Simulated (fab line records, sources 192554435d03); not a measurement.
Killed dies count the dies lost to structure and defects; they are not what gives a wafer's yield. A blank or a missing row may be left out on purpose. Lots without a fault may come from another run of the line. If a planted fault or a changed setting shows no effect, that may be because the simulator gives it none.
Problem report in the 8D (eight disciplines) form, filled by code	flow n5 finfet	the parts of the form that need people (team, actions taken, sign-off) are left out

1. THE ISSUE
At N5_HKMG_FIN_COAT_30, spin speed rpm averages 1614.0 rpm over 6 wafers from 2 lots, while fault-free wafers read 1499.9 rpm, standard deviation 1. That is +99 or more standard deviations from the usual mean.
The step: time 60 s, resist thk 35 nm.
The first sign was on wafer L864.1 at day 7 04:13, on litho track-01. At this step, 12 wafers from 4 lots have a number in the record. The rule behind "out" and "out of limits": a value lying over 4 standard deviations away from the usual mean. All remaining wafers that have a number are taken as sound.

2. WHAT IT IS, WHAT IT ISN'T
question	is	is not
which readings at this step	spin speed rpm	resist line temp C
which lots	L864, L866	L860, L872
which wafers of those lots	all that have a number	-
read on which tools	litho track-01	litho track-05
when	from day 7 04:13	up to then (3 sound wafers); but 3 sound wafers of L872 came after

3. WHAT RULES OUT EACH SUSPECT
Counting: a tool at any process step up to the reading remains a suspect when it ran all the lots that are out and ran no sound lot after the first of those.
- litho track-01 at N5_HKMG_FIN_COAT_30 (time 60 s, resist thk 35 nm): kept. Every lot that is out went through it, starting with L864 (day 7 04:13), and after that it ran no sound lot; the last sound lot it ran before then is L860 (day 6 04:49). Its own readings are out on those wafers: spin speed rpm.
Left after counting: litho track-01 at N5_HKMG_FIN_COAT_30.

4. THE CAUSE (what the simulator had put in)
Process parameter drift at N5_HKMG_FIN_COAT_30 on litho track-01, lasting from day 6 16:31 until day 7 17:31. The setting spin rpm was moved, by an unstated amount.
The count eliminated every tool but this one.

5. SEQUENCE OF EFFECTS, ordered by route
Each row: a reading where the mean over the struck wafers with a number is more than 3 standard deviations away from the usual. Only readings whose record carries a usual standard deviation are examined. hours: median over the lots of the time between each lot's start at the first step of this table that gives one and its start at this step. sigmas: the change, counted in usual standard deviations.
hours	step	reading	usual	on struck wafers	change	sigmas
0	N5_HKMG_FIN_COAT_30	spin speed rpm	1499.9 rpm	1614.0	+114.1	+99 or more
Process steps it contains:
- N5_HKMG_FIN_COAT_30: time 60 s, resist thk 35 nm.
Later measuring or inspecting steps at which every struck wafer that the step has a row for has a number for every such reading, and none has moved that far: N5_BEOL_M4_RC_MEAS_101.

6. WHAT WOULD HAVE CAUGHT IT SOONER
In this record no reading fell out of limits until day 7 04:13, 12 hours after the fault had begun at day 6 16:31.
